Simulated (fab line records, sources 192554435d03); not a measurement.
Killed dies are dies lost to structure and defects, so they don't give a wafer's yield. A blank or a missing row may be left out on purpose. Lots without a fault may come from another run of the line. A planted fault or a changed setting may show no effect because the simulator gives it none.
fab line records | flow n5_finfet | part 1 of 2: steps 1 to 25 of 34
record lots=5 wafers=15 last_day=16
route steps=1938 shown BEOL_M2@892
lots that met no fault: from a run of the same line without faults
start_h: hours from the record's first day to the start of the lot's first wafer shown | wait_h: hours since the lot's step before | " the same as in the row above | L1.1+2: a row that stands for several wafers | - no value, or no start given | * or withheld: withheld | < > ~ a bound
route shown NAME@n: a module of which the file shows steps, and the number in the route of the first | usual: mean/standard deviation of fault-free wafers | same: alike in all rows | chamber/n: place in a boat | sites: the reading at each site | _std_site: their standard deviation | _edge_site: outer sites' mean less inner sites' | radius_mm: how far each site lies from the wafer's centre | mask NAME#n: copy n | behind: the tool/chamber that last shaped the wafer | hold: why the lot was held/for how many hours/how that ended | device: the transistor (n, p or np) that didn't switch | end of line: the same wafers' tests at the end of the route | a step without rows: its recipe alone | killed: dies lost to structure and defects at the first sort, not the wafer's yield | map: a wafer's dies, x killed, . not, _ none there
set.NAME: the setting as run; set.NAME@STEP: as run at that earlier step | model.NAME: the simulator's own value behind a step, which no gauge read
lots at some steps of the route; a table a step, a row a wafer
services: from which hour (start_h, from the record's first day; less than 0 if before it) a tool's chamber was out of use, for how many hours, and why
## steps
# step N5_BEOL_M2_STRIP_97
# recipe chemistry=N2/H2 time_s=10 power_w=450 temp_c=40 pressure_mtorr=20 rf_frequency_hz=6e+07 bias_power_w=7 n2_flow_sccm=200 h2_flow_sccm=200
# usual bias_power_w=6.999/0.021 drypump_motor_current_A=5.8/0.39 oes_product_au=0.79/0.095 rf_vpp_V=59.0/0.81 showerhead_plenum_p_Torr=2.49/0.074 temp_c=39.99/0.12 throttle_valve_pct=23.75/0.3
# same time_s=10
# columns lot.wafer tool chamber start_h wait_h bias_power_w drypump_motor_current_A oes_product_au rf_hours_counter_h rf_vpp_V showerhead_plenum_p_Torr temp_c throttle_valve_pct
L083.1 rie_diel-02 0 - - 7.024 5.9 0.70 220 58.2 2.40 39.82 23.92
L083.3 " 3 " " 7.002 6.1 0.71 202 60.0 2.42 40.08 24.13
L083.4 " 3 " " 6.971 6.1 0.71 - 57.9 2.42 40.04 24.13
L088.1 rie_diel-06 1 - - 7.017 6.0 0.72 189 58.4 2.53 39.98 24.25
L088.4 " 0 " " 7.012 5.8 0.89 42 58.4 2.48 39.69 23.53
L088.6 " 3 " " 6.995 6.2 0.73 - 58.1 2.43 40.10 23.69
L091.1 rie_diel-02 1 - - 7.051 5.0 0.69 207 59.9 2.42 39.96 23.66
L091.3 " 0 " " 6.994 5.9 0.67 239 58.7 2.39 40.13 23.95
L091.6 " 2 " " 6.991 6.2 0.72 - 61.2 2.62 39.95 24.06
L093.2 rie_diel-06 3 - - 6.968 6.2 0.74 188 58.3 2.42 39.88 23.71
L093.4 " 3 " " 6.984 6.2 0.74 - 56.4 2.42 40.03 23.71
L093.5 " 0 " " 7.007 5.8 0.88 - 58.5 2.47 40.02 23.53
L094.1 rie_diel-05 1 - - 6.995 5.1 0.88 54 59.1 2.49 40.25 23.66
L094.4 " 2 " " 6.987 6.3 0.87 - 58.8 2.58 40.02 23.65
L094.6 " 0 " " 6.976 5.6 0.81 - 57.9 2.46 39.98 23.51
# step N5_BEOL_M2_OCD_MEAS_38
# usual trench_depth_nm=55.2/0.94
# columns lot.wafer tool chamber start_h wait_h trench_depth_nm
L083.1 ocd-01 - 195.06 - 53.3
L083.3 " - " " 55.9
L083.4 " - " " 54.6
L088.1 ocd-02 - 236.83 - 54.7
L088.4 " - " " 56.2
L088.6 " - " " 54.9
L091.1 ocd-01 - 248.09 - 53.4
L091.3 " - " " 52.9
L091.6 " - " " 54.2
L093.2 ocd-01 - 253.82 - 56.2
L093.4 " - " " 54.9
L093.5 " - " " 56.1
L094.1 ocd-02 - 263.37 - 55.5
L094.4 " - " " 55.9
L094.6 " - " " 55.6
# step N5_BEOL_M2_HM_STRIP_39
# recipe chemistry=peroxide_tin_strip material=TiN target_depth_a=250 temp_c=50 time_s=158
# usual temp_c=50.00/0.13
# same time_s=158
# columns lot.wafer tool chamber start_h wait_h temp_c
L083.1 wet_bench-05 7 195.09 0.0 50.02
L083.3 " 5 " " 50.20
L083.4 " 2 " " 50.20
L088.1 wet_bench-05 3 236.86 0.0 50.09
L088.4 " 2 " " 50.08
L088.6 " 5 " " 50.10
L091.1 wet_bench-01 5 248.13 0.0 49.95
L091.3 " 0 " " 49.91
L091.6 " 2 " " 50.06
L093.2 wet_bench-01 1 253.86 0.0 50.07
L093.4 " 2 " " 50.03
L093.5 " 5 " " 49.88
L094.1 wet_bench-05 0 263.40 0.0 50.02
L094.4 " 6 " " 50.19
L094.6 " 5 " " 49.93
# step N5_BEOL_M2_SRD_40
# recipe time_s=30 temp_c=23 rinse_liquid=diw dry=ipa_marangoni
# usual temp_c=23.00/0.11
# same time_s=30
# columns lot.wafer tool chamber start_h wait_h temp_c
L083.1 wet_bench-05 7 195.14 0.0 22.99
L083.3 " 5 " " 23.10
L083.4 " 2 " " 22.99
L088.1 wet_bench-05 3 236.90 0.0 22.93
L088.4 " 2 " " 23.05
L088.6 " 5 " " 23.13
L091.1 wet_bench-01 5 248.17 0.0 22.89
L091.3 " 0 " " 23.00
L091.6 " 2 " " 23.05
L093.2 wet_bench-01 1 253.90 0.0 22.93
L093.4 " 2 " " 23.02
L093.5 " 5 " " 22.96
L094.1 wet_bench-05 0 263.45 0.0 22.84
L094.4 " 6 " " 22.86
L094.6 " 5 " " 23.02
# step N5_BEOL_M2_PRECLEAN_42
# recipe chemistry=residue_remover time_s=60 temp_c=40
# usual temp_c=40.00/0.11
# same time_s=60
# columns lot.wafer tool chamber start_h wait_h temp_c
L083.1 wet_bench-05 7 195.16 0.0 39.95
L083.3 " 5 " " 39.67
L083.4 " 2 " " 39.95
L088.1 wet_bench-05 3 236.92 0.0 39.88
L088.4 " 2 " " 40.01
L088.6 " 5 " " 39.99
L091.1 wet_bench-01 5 248.19 0.0 40.22
L091.3 " 0 " " 39.89
L091.6 " 2 " " 40.15
L093.2 wet_bench-01 1 253.92 0.0 39.96
L093.4 " 2 " " 39.91
L093.5 " 5 " " 40.06
L094.1 wet_bench-05 0 263.46 0.0 39.99
L094.4 " 6 " " 40.05
L094.6 " 5 " " 40.13
# step N5_BEOL_M2_SRD_43
# recipe time_s=30 temp_c=23 rinse_liquid=diw dry=ipa_marangoni
# usual temp_c=22.99/0.1
# same time_s=30
# columns lot.wafer tool chamber start_h wait_h temp_c
L083.1 wet_bench-05 7 195.17 0.0 23.03
L083.3 " 5 " " 22.99
L083.4 " 2 " " 23.05
L088.1 wet_bench-05 3 236.94 0.0 23.00
L088.4 " 2 " " 23.01
L088.6 " 5 " " 22.94
L091.1 wet_bench-01 5 248.21 0.0 23.05
L091.3 " 0 " " 23.04
L091.6 " 2 " " 22.96
L093.2 wet_bench-01 1 253.94 0.0 22.90
L093.4 " 2 " " 22.95
L093.5 " 5 " " 23.10
L094.1 wet_bench-05 0 263.48 0.0 23.18
L094.4 " 6 " " 23.09
L094.6 " 5 " " 23.10
# step N5_BEOL_M2_CD_MEAS_35
# recipe target_cd_nm=18 target_cd_y_nm=22.2 polarity=opening
# usual cd_nm=18.0/0.32
# columns lot.wafer tool chamber start_h wait_h cd_nm
L083.1 cd_sem-03 - 195.21 0.0 17.7
L083.3 " - " " 18.4
L083.4 " - " " 18.0
L088.1 cd_sem-01 - 236.98 0.0 17.6
L088.4 " - " " 18.2
L088.6 " - " " 17.6
L091.1 cd_sem-01 - 248.25 0.0 18.0
L091.3 " - " " 17.9
L091.6 " - " " 18.4
L093.2 cd_sem-03 - 253.98 0.0 17.7
L093.4 " - " " 17.8
L093.5 " - " " 18.4
L094.1 cd_sem-01 - 263.52 0.0 18.2
L094.4 " - " " 17.8
L094.6 " - " " 17.7
# step N5_BEOL_M2_DEGAS_44
# recipe ambient=vacuum temp_c=250 time_s=60
# usual heater_power_w=332/35
# same time_s=60
# columns lot.wafer tool chamber start_h wait_h heater_power_w
L083.1 pvd_sputter-01 - 195.46 0.2 342
L083.3 " - " " 317
L083.4 " - " " 398
L088.1 pvd_sputter-03 - 237.29 0.3 326
L088.4 " - " " 361
L088.6 " - " " 358
L091.1 pvd_sputter-03 - 248.53 0.3 344
L091.3 " - " " 332
L091.6 " - " " 344
L093.2 pvd_sputter-03 - 254.15 0.2 342
L093.4 " - " " 348
L093.5 " - " " 273
L094.1 pvd_sputter-02 - 263.96 0.4 315
L094.4 " - " " 298
L094.6 " - " " 297
# step N5_BEOL_M2_PRE_CLEAN_45
# recipe gas=H2/He time_s=30 temp_c=250
# usual heater_power_w=333/35
# same time_s=30
# columns lot.wafer tool chamber start_h wait_h heater_power_w
L083.1 pvd_sputter-01 - 195.50 0.0 349
L083.3 " - " " 324
L083.4 " - " " 402
L088.1 pvd_sputter-03 - 237.33 0.0 341
L088.4 " - " " 367
L088.6 " - " " 363
L091.1 pvd_sputter-03 - 248.57 0.0 349
L091.3 " - " " 334
L091.6 " - " " 345
L093.2 pvd_sputter-03 - 254.19 0.0 334
L093.4 " - " " 331
L093.5 " - " " 269
L094.1 pvd_sputter-02 - 264.00 0.0 318
L094.4 " - " " 297
L094.6 " - " " 299
# step N5_BEOL_M2_ALD_84
# recipe material=TaN target_thk_a=* temp_c=275 ald_precursor_family=PDMAT ald_co_reactant=NH3 pressure_torr=3 carrier_flow_sccm=1500 pulse_time_s=2 purge_time_s=3 co_reactant_purge_time_s=2 co_reactant_pulse_time_s=3 ald_cycles=30 precursor_vessel_temp_c=75 precursor_vessel_pressure_torr=26.25 precursor_vessel_carrier_sccm=1000
# usual heater_power_w=431/44
# columns lot.wafer tool chamber start_h wait_h heater_power_w
L083.1 ald_metal-01 1 195.56 0.0 525
L083.3 " 0 " " 408
L083.4 " 3 " " 413
L088.1 ald_metal-04 2 237.45 0.1 409
L088.4 " 0 " " 435
L088.6 " 2 " " 419
L091.1 ald_metal-03 2 248.63 0.0 450
L091.3 " 3 " " 387
L091.6 " 1 " " 485
L093.2 ald_metal-03 1 254.25 0.0 488
L093.4 " 0 " " 423
L093.5 " 2 " " 461
L094.1 ald_metal-04 2 264.07 0.0 418
L094.4 " 0 " " 435
L094.6 " 0 " " 445
# step N5_BEOL_M2_SURFACE_TREAT_85
# recipe gas=Ar time_s=* ion_energy_ev=* ion_current_ma_cm2=0.5 pressure_mtorr=* ar_flow_sccm=30
# usual throttle_valve_pct=*
# same time_s=*
# columns lot.wafer tool chamber start_h wait_h throttle_valve_pct
L083.1 pvd_sputter-02 - 196.09 0.4 *
L083.3 " - " " *
L083.4 " - " " *
L088.1 pvd_sputter-03 - 240.30 2.7 *
L088.4 " - " " *
L088.6 " - " " *
L091.1 pvd_sputter-03 - 248.87 0.1 *
L091.3 " - " " *
L091.6 " - " " *
L093.2 pvd_sputter-02 - 254.48 0.1 *
L093.4 " - " " *
L093.5 " - " " *
L094.1 pvd_sputter-01 - 264.33 0.2 *
L094.4 " - " " *
L094.6 " - " " *
# step N5_BEOL_M2_CVD_47
# recipe material=Co target_thk_a=30 temp_c=withheld precursor=CCTBA/H2 pressure_torr=30 time_s=223.8
# same time_s=223.8
# columns lot.wafer tool chamber start_h wait_h
L083.1+3+4 cvd_co-01 0,2,0 196.38 0.3
L088.1+4+6 cvd_co-02 1,2,1 240.36 0.0
L091.1+3+6 cvd_co-02 1,2,2 248.95 0.1
L093.2+4+5 cvd_co-02 2,0,2 254.54 0.0
L094.1+4+6 cvd_co-02 1,0,1 264.39 0.0
# step N5_BEOL_M2_SPUTTER_48
# recipe material=Cu target_thk_a=45 temp_c=-20 chamber_pressure_pa=0.07 power_w=withheld time_s=8.29
# usual throttle_valve_pct=29.8/1
# same time_s=8.29
# columns lot.wafer tool chamber start_h wait_h throttle_valve_pct
L083.1 pvd_sputter-03 - 197.94 1.5 30.9
L083.3 " - " " 28.6
L083.4 " - " " 29.9
L088.1 pvd_sputter-02 - 241.98 1.5 27.7
L088.4 " - " " 29.9
L088.6 " - " " 29.9
L091.1 pvd_sputter-01 - 249.18 0.2 29.9
L091.3 " - " " 29.1
L091.6 " - " " 29.1
L093.2 pvd_sputter-03 - 254.70 0.1 28.7
L093.4 " - " " 31.5
L093.5 " - " " 31.2
L094.1 pvd_sputter-03 - 264.59 0.1 31.3
L094.4 " - " " 29.7
L094.6 " - " " 30.2
# step N5_BEOL_M2_ANNEAL_49
# recipe temp_c=400 time_s=240 ambient=vacuum
# usual heater_power_w=816/84
# same time_s=240
# columns lot.wafer tool chamber start_h wait_h heater_power_w
L083.1 pvd_sputter-03 - 198.02 0.0 684
L083.3 " - " " 849
L083.4 " - " " 869
L088.1 pvd_sputter-02 - 242.06 0.0 780
L088.4 " - " " 917
L088.6 " - " " 719
L091.1 pvd_sputter-01 - 249.26 0.0 843
L091.3 " - " " 862
L091.6 " - " " 867
L093.2 pvd_sputter-03 - 254.78 0.0 848
L093.4 " - " " 880
L093.5 " - " " 910
L094.1 pvd_sputter-03 - 264.67 0.0 894
L094.4 " - " " 857
L094.6 " - " " 868
# step N5_BEOL_M2_SPUTTER_79
# recipe material=Cu target_thk_a=45 temp_c=-20 chamber_pressure_pa=0.07 power_w=withheld time_s=8.29
# usual throttle_valve_pct=29.8/0.99
# same time_s=8.29
# columns lot.wafer tool chamber start_h wait_h throttle_valve_pct
L083.1 pvd_sputter-03 - 198.16 0.1 30.5
L083.3 " - " " 28.7
L083.4 " - " " 29.7
L088.1 pvd_sputter-02 - 242.20 0.1 27.9
L088.4 " - " " 29.9
L088.6 " - " " 29.6
L091.1 pvd_sputter-01 - 249.40 0.1 30.1
L091.3 " - " " 28.8
L091.6 " - " " 29.3
L093.2 pvd_sputter-03 - 254.92 0.1 28.8
L093.4 " - " " 31.3
L093.5 " - " " 31.5
L094.1 pvd_sputter-03 - 264.81 0.1 31.5
L094.4 " - " " 29.8
L094.6 " - " " 29.8
# step N5_BEOL_M2_ANNEAL_80
# recipe temp_c=400 time_s=240 ambient=vacuum
# usual heater_power_w=816/87
# same time_s=240
# columns lot.wafer tool chamber start_h wait_h heater_power_w
L083.1 pvd_sputter-03 - 198.24 0.0 665
L083.3 " - " " 816
L083.4 " - " " 875
L088.1 pvd_sputter-02 - 242.28 0.0 791
L088.4 " - " " 920
L088.6 " - " " 719
L091.1 pvd_sputter-01 - 249.48 0.0 843
L091.3 " - " " 834
L091.6 " - " " 870
L093.2 pvd_sputter-03 - 255.00 0.0 836
L093.4 " - " " 921
L093.5 " - " " 873
L094.1 pvd_sputter-03 - 264.89 0.0 898
L094.4 " - " " 866
L094.6 " - " " 866
# step N5_BEOL_M2_SPUTTER_81
# recipe material=Cu target_thk_a=45 temp_c=-20 chamber_pressure_pa=0.07 power_w=withheld time_s=8.29
# usual throttle_valve_pct=29.8/1
# same time_s=8.29
# columns lot.wafer tool chamber start_h wait_h throttle_valve_pct
L083.1 pvd_sputter-03 - 198.38 0.1 30.9
L083.3 " - " " 29.1
L083.4 " - " " 29.7
L088.1 pvd_sputter-02 - 242.42 0.1 27.7
L088.4 " - " " 29.8
L088.6 " - " " 29.7
L091.1 pvd_sputter-01 - 249.62 0.1 30.0
L091.3 " - " " 29.1
L091.6 " - " " 28.9
L093.2 pvd_sputter-03 - 255.14 0.1 28.8
L093.4 " - " " 31.3
L093.5 " - " " 31.2
L094.1 pvd_sputter-03 - 265.03 0.1 31.1
L094.4 " - " " 29.7
L094.6 " - " " 29.9
# step N5_BEOL_M2_ANNEAL_82
# recipe temp_c=400 time_s=240 ambient=vacuum
# usual heater_power_w=816/86
# same time_s=240
# columns lot.wafer tool chamber start_h wait_h heater_power_w
L083.1 pvd_sputter-03 - 198.46 0.0 685
L083.3 " - " " 826
L083.4 " - " " 885
L088.1 pvd_sputter-02 - 242.50 0.0 775
L088.4 " - " " 908
L088.6 " - " " 732
L091.1 pvd_sputter-01 - 249.70 0.0 837
L091.3 " - " " 850
L091.6 " - " " 863
L093.2 pvd_sputter-03 - 255.22 0.0 836
L093.4 " - " " 894
L093.5 " - " " 909
L094.1 pvd_sputter-03 - 265.11 0.0 919
L094.4 " - " " 866
L094.6 " - " " 866
# step N5_BEOL_M2_SPUTTER_86
# recipe material=Cu target_thk_a=45 temp_c=-20 chamber_pressure_pa=0.07 power_w=withheld time_s=8.29
# usual throttle_valve_pct=29.8/1
# same time_s=8.29
# columns lot.wafer tool chamber start_h wait_h throttle_valve_pct
L083.1 pvd_sputter-03 - 198.60 0.1 30.7
L083.3 " - " " 28.7
L083.4 " - " " 29.7
L088.1 pvd_sputter-02 - 242.64 0.1 27.7
L088.4 " - " " 30.0
L088.6 " - " " 29.9
L091.1 pvd_sputter-01 - 249.84 0.1 30.1
L091.3 " - " " 29.1
L091.6 " - " " 29.1
L093.2 pvd_sputter-03 - 255.36 0.1 28.9
L093.4 " - " " 31.4
L093.5 " - " " 31.5
L094.1 pvd_sputter-03 - 265.25 0.1 31.6
L094.4 " - " " 29.5
L094.6 " - " " 29.7
# step N5_BEOL_M2_ANNEAL_87
# recipe temp_c=400 time_s=240 ambient=vacuum
# usual heater_power_w=815/84
# same time_s=240
# columns lot.wafer tool chamber start_h wait_h heater_power_w
L083.1 pvd_sputter-03 - 198.68 0.0 687
L083.3 " - " " 820
L083.4 " - " " 856
L088.1 pvd_sputter-02 - 242.72 0.0 768
L088.4 " - " " 913
L088.6 " - " " 724
L091.1 pvd_sputter-01 - 249.92 0.0 837
L091.3 " - " " 861
L091.6 " - " " 868
L093.2 pvd_sputter-03 - 255.44 0.0 832
L093.4 " - " " 902
L093.5 " - " " 878
L094.1 pvd_sputter-03 - 265.33 0.0 865
L094.4 " - " " 840
L094.6 " - " " 863
# step N5_BEOL_M2_SPUTTER_88
# recipe material=Cu target_thk_a=45 temp_c=-20 chamber_pressure_pa=0.07 power_w=withheld time_s=8.29
# usual throttle_valve_pct=29.8/1
# same time_s=8.29
# columns lot.wafer tool chamber start_h wait_h throttle_valve_pct
L083.1 pvd_sputter-03 - 198.82 0.1 30.8
L083.3 " - " " 28.6
L083.4 " - " " 29.8
L088.1 pvd_sputter-02 - 242.86 0.1 27.7
L088.4 " - " " 30.0
L088.6 " - " " 29.7
L091.1 pvd_sputter-01 - 250.06 0.1 30.1
L091.3 " - " " 28.7
L091.6 " - " " 29.0
L093.2 pvd_sputter-03 - 255.58 0.1 29.0
L093.4 " - " " 31.5
L093.5 " - " " 31.4
L094.1 pvd_sputter-03 - 265.47 0.1 31.3
L094.4 " - " " 29.8
L094.6 " - " " 29.7
# step N5_BEOL_M2_ANNEAL_89
# recipe temp_c=400 time_s=240 ambient=vacuum
# usual heater_power_w=815/85
# same time_s=240
# columns lot.wafer tool chamber start_h wait_h heater_power_w
L083.1 pvd_sputter-03 - 198.90 0.0 670
L083.3 " - " " 829
L083.4 " - " " 853
L088.1 pvd_sputter-02 - 242.94 0.0 784
L088.4 " - " " 917
L088.6 " - " " 716
L091.1 pvd_sputter-01 - 250.14 0.0 853
L091.3 " - " " 859
L091.6 " - " " 844
L093.2 pvd_sputter-03 - 255.66 0.0 827
L093.4 " - " " 890
L093.5 " - " " 874
L094.1 pvd_sputter-03 - 265.55 0.0 897
L094.4 " - " " 847
L094.6 " - " " 842
# step N5_BEOL_M2_SPUTTER_90
# recipe material=Cu target_thk_a=45 temp_c=-20 chamber_pressure_pa=0.07 power_w=withheld time_s=8.29
# usual throttle_valve_pct=29.8/1
# same time_s=8.29
# columns lot.wafer tool chamber start_h wait_h throttle_valve_pct
L083.1 pvd_sputter-03 - 199.04 0.1 31.1
L083.3 " - " " 29.0
L083.4 " - " " 29.6
L088.1 pvd_sputter-02 - 243.08 0.1 27.7
L088.4 " - " " 29.9
L088.6 " - " " 29.7
L091.1 pvd_sputter-01 - 250.28 0.1 29.9
L091.3 " - " " 28.8
L091.6 " - " " 29.3
L093.2 pvd_sputter-03 - 255.80 0.1 28.6
L093.4 " - " " 31.4
L093.5 " - " " 31.6
L094.1 pvd_sputter-03 - 265.69 0.1 31.1
L094.4 " - " " 29.9
L094.6 " - " " 29.8
# step N5_BEOL_M2_ANNEAL_91
# recipe temp_c=400 time_s=240 ambient=vacuum
# usual heater_power_w=814/85
# same time_s=240
# columns lot.wafer tool chamber start_h wait_h heater_power_w
L083.1 pvd_sputter-03 - 199.12 0.0 665
L083.3 " - " " 818
L083.4 " - " " 843
L088.1 pvd_sputter-02 - 243.16 0.0 757
L088.4 " - " " 943
L088.6 " - " " 737
L091.1 pvd_sputter-01 - 250.36 0.0 834
L091.3 " - " " 851
L091.6 " - " " 854
L093.2 pvd_sputter-03 - 255.88 0.0 842
L093.4 " - " " 889
L093.5 " - " " 889
L094.1 pvd_sputter-03 - 265.77 0.0 882
L094.4 " - " " 870
L094.6 " - " " 863
# step N5_BEOL_M2_SPUTTER_92
# recipe material=Cu target_thk_a=45 temp_c=-20 chamber_pressure_pa=0.07 power_w=withheld time_s=8.29
# usual throttle_valve_pct=29.8/0.99
# same time_s=8.29
# columns lot.wafer tool chamber start_h wait_h throttle_valve_pct
L083.1 pvd_sputter-03 - 199.26 0.1 30.9
L083.3 " - " " 28.9
L083.4 " - " " 29.7
L088.1 pvd_sputter-02 - 243.30 0.1 27.7
L088.4 " - " " 29.6
L088.6 " - " " 29.9
L091.1 pvd_sputter-01 - 250.50 0.1 30.1
L091.3 " - " " 29.2
L091.6 " - " " 29.4
L093.2 pvd_sputter-03 - 256.02 0.1 28.8
L093.4 " - " " 31.1
L093.5 " - " " 31.2
L094.1 pvd_sputter-03 - 265.91 0.1 31.3
L094.4 " - " " 29.6
L094.6 " - " " 29.8
